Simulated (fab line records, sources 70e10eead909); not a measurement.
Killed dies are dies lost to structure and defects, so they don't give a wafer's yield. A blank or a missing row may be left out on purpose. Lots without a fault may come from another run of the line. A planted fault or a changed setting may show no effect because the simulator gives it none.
Chamber matching | flow nand_harc | NHARC_P_M0_DEP_32 on pecvd-02: 3 sister chambers
The step deposits SiCN, target thk 30 nm. 18 wafers are shown with their chamber, then 9 later ones without.

WAFERS WITH THEIR CHAMBER
wafer  | chamber | heater_power_w (W) | heater_power_outer_w (W)
L074.1 | 1       | 624                | 324
L074.2 | 0       | 654                | 389
L074.3 | 2       | 492                | 304
L078.1 | 0       | 662                | 384
L078.4 | 0       | 649                | 392
L078.5 | 2       | 449                | 281
L080.1 | 1       | 615                | 325
L080.2 | 2       | 428                | 267
L080.4 | 0       | 684                | 399
L086.2 | 2       | 426                | 257
L086.3 | 1       | 735                | 396
L086.5 | 0       | 741                | 438
L087.2 | 1       | 728                | 408
L087.3 | 2       | 485                | 310
L087.4 | 1       | 745                | 402
L091.1 | 2       | 412                | 242
L091.3 | 1       | 710                | 374
L091.4 | 1       | 702                | 383

SIGNATURES (means of the wafers above)
reading              | chamber 0 | chamber 1 | chamber 2 | scatter within a chamber
heater_power_w       | 678.00    | 694.14    | 448.67    | 43.3
heater_power_outer_w | 400.40    | 373.14    | 276.83    | 29.3
Rule: a wafer's distance from a chamber is the root of the sum, over the readings, of the square of ((its reading less the chamber's mean) divided by the reading's scatter). The wafer belongs to the nearest chamber; if the next one is less than 2 further off, it can't be placed. The scatter: the root of (the sum of the squares of (reading less its chamber's mean) over the shown wafers, divided by (wafers less chambers)).

WAFERS WITHOUT THEIR CHAMBER
wafer  | heater_power_w (W) | heater_power_outer_w (W)
L092.1 | 391                | 241
L092.5 | 680                | 359
L092.6 | 401                | 238
L096.3 | 684                | 397
L096.4 | 465                | 287
L096.5 | 708                | 391
L097.1 | 506                | 313
L097.4 | 615                | 360
L097.5 | 394                | 231

WHICH CHAMBER EACH WENT THROUGH
wafer  | from the rows above     | in truth
L092.1 | 2                       | 2
L092.5 | can't be placed: 1 or 0 | 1
L092.6 | 2                       | 2
L096.3 | can't be placed: 0 or 1 | 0
L096.4 | 2                       | 2
L096.5 | can't be placed: 1 or 0 | 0
L097.1 | 2                       | 2
L097.4 | can't be placed: 1 or 0 | 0
L097.5 | 2                       | 2
Placed correctly: 5 of 9. Can't be placed from these rows: 4 (the true chamber is among the candidates in 4). Placed wrongly: 0.
